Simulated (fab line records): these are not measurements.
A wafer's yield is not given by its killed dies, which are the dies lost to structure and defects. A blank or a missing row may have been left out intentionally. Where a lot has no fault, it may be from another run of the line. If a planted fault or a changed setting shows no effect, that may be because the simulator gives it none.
A single fault, viewed from 2 desks || flow n5Finfet || every desk sees just its own numbers, and what lay behind them comes last

== TOOL OWNER'S DESK, rieDiel-02 ==
The tool's own readings at N5_SD_EPI_N_ETCH_45 (etches SiOCN in CH3F/O2, target depth 6 nm): means of the sampled wafers that have a number, for each lot that ran on this tool. Marked OUT: a lot whose mean sits more than 4 standard deviations from the usual mean, which makes it out of limits; the brackets give that distance.
Columns: A = drypumpMotorCurrentA at N5_SD_EPI_N_ETCH_45, usual 5.6 A; B = oesProductAu at N5_SD_EPI_N_ETCH_45, usual 0.80 a.u.; C = rfVppV at N5_SD_EPI_N_ETCH_45, usual 127.5 V; D = showerheadPlenumPTorr at N5_SD_EPI_N_ETCH_45, usual 2.00 Torr; E = throttleValvePct at N5_SD_EPI_N_ETCH_45, usual 23.1 %
{"lot": "L703", "first seen here": "day 4 06:54", "A": 5.6, "B": 0.90, "C": 128.1, "D": 2.03, "E": 22.9}
{"lot": "L706", "first seen here": "day 5 00:42", "A": 5.8, "B": 0.86, "C": 127.8, "D": 1.98, "E": 23.0}
{"lot": "L710", "first seen here": "day 6 11:19", "A": 5.8, "B": 0.84, "C": 127.8, "D": 1.98, "E": 23.0}
This desk's finding: nothing out of limits on any of the 3 lots.

== FROM THE METROLOGY DESK ==
What the gauges read for every lot (on any tool): the sampled wafers with a number, averaged. Marked OUT: a lot whose mean sits more than 4 standard deviations from the usual mean, which makes it out of limits; the brackets give that distance. It has 11 readings; the 7 that lie furthest out on some lot are the ones shown.
Columns: A = DIBL_N at N5_BEOL_M4_RC_MEAS_101, usual 36.5 mV/V; B = DIBL_P at N5_BEOL_M4_RC_MEAS_101, usual 36.6 mV/V; C = IOFF_N at N5_BEOL_M4_RC_MEAS_101, usual 0.167 nA/um; D = ION_N at N5_BEOL_M4_RC_MEAS_101, usual 674 uA/um; E = ION_P at N5_BEOL_M4_RC_MEAS_101, usual 460 uA/um; F = RC_DENSE_N at N5_BEOL_M4_RC_MEAS_101, usual 19.2 ohm.um; G = SS_N at N5_BEOL_M4_RC_MEAS_101, usual 71.6 mV/dec
{"lot": "L703", "first seen here": "day 9 03:48", "A": 35.7, "B": 34.7, "C": 0.149, "D": 659, "E": 458, "F": 19.5, "G": 71.1}
{"lot": "L706", "first seen here": "day 9 18:12", "A": 36.1, "B": 37.0, "C": 0.164, "D": 672, "E": 464, "F": 19.6, "G": 71.9}
{"lot": "L710", "first seen here": "day 11 02:24", "A": 36.3, "B": 36.9, "C": 0.167, "D": 666, "E": 451, "F": 19.7, "G": 71.3}
{"lot": "L715", "first seen here": "day 12 05:13", "A": 38.7, "B": 39.2, "C": 0.194, "D": 672, "E": 451, "F": 19.8, "G": 72.3}
This desk's finding: nothing out of limits on any of the 4 lots.

== BROUGHT TOGETHER ==
The desk of the tool owner found nothing out of limits.
The metrology desk saw nothing out of limits.

== WHAT WAS PUT IN BY THE SIMULATOR ==
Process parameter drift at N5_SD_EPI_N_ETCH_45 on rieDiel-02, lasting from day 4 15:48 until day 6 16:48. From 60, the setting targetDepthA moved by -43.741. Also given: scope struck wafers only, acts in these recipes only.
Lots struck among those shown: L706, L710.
